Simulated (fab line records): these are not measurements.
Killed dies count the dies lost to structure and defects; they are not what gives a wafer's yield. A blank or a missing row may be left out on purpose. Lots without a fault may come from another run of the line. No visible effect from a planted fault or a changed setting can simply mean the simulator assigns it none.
Chamber matching | flow n5Finfet | N5_STI_FIN_REVEAL_ALD_00 on aldSin-01 has 4 sister chambers
The step deposits SiO2, target thk 1 nm, pulse time 1 s. 20 wafers are shown with their chamber, then 10 later ones without.

EACH WAFER AND ITS CHAMBER
wafer  | chamber | heaterPowerW (W) | precursorPulseHeightRel
L074.2 | 2       | 512              | 0.955
L074.4 | 1       | 446              | 0.997
L074.6 | 0       | 503              | 1.012
L079.1 | 1       | 457              | 1.010
L079.2 | 0       | 490              | 0.988
L079.3 | 3       | 556              | 0.991
L079.4 | 2       | 505              | 0.999
L079.5 | 0       | 513              | 1.018
L079.6 | 3       | 561              | 0.973
L080.2 | 0       | 511              | 1.032
L080.3 | 1       | 468              | 1.012
L080.6 | 0       | 490              | 1.018
L088.2 | 0       | 499              | 1.014
L088.4 | 2       | 486              | 0.988
L088.5 | 0       | 501              | 0.984
L089.4 | 0       | 493              | 0.995
L089.5 | 0       | 502              | 0.985
L089.6 | 1       | 433              | 0.984
L092.2 | 1       | 438              | 1.006
L092.3 | 3       | 536              | 0.971

SIGNATURES (averages over the wafers above)
reading                 | chamber 0 | chamber 1 | chamber 2 | chamber 3 | scatter within a chamber
heaterPowerW            | 500.22    | 448.40    | 501.00    | 551.00    | 11.4
precursorPulseHeightRel | 1.00511   | 1.00180   | 0.98067   | 0.97833   | 0.0163
Rule: for a wafer and a chamber, the distance is found by dividing, reading by reading, the gap between the wafer's reading and the chamber's mean by the reading's scatter, squaring, summing and taking the root. If the next closest chamber is less than 2 further off than the closest, the wafer can't be placed; otherwise it belongs to the closest. The scatter is the square root of a quotient: the sum, over the shown wafers, of each reading's squared deviation from its chamber's mean, divided by wafers minus chambers.

WAFERS MISSING THEIR CHAMBER
wafer  | heaterPowerW (W) | precursorPulseHeightRel
L092.6 | 434              | 1.010
L093.1 | 493              | 0.994
L093.4 | 537              | 1.017
L093.6 | 506              | 1.004
L097.1 | 428              | 0.982
L097.2 | 487              | 0.991
L097.3 | 536              | 0.984
L097.4 | 489              | 1.002
L097.5 | 493              | 1.015
L097.6 | 557              | 1.039

EACH ONE'S CHAMBER
wafer  | from the rows above          | in truth
L092.6 | 1                            | 1
L093.1 | can't be placed: 0 or 2      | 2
L093.4 | can't be placed: 3 or 0 or 2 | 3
L093.6 | can't be placed: 0 or 2      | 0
L097.1 | 1                            | 1
L097.2 | can't be placed: 2 or 0      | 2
L097.3 | can't be placed: 3 or 2      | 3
L097.4 | can't be placed: 0 or 2      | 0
L097.5 | can't be placed: 0 or 2      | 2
L097.6 | can't be placed: 3 or 0      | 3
Correctly placed: 2 of 10. Cannot be placed on the basis of these rows: 8; the candidates contain the true chamber in 8. Number placed wrongly: 0.
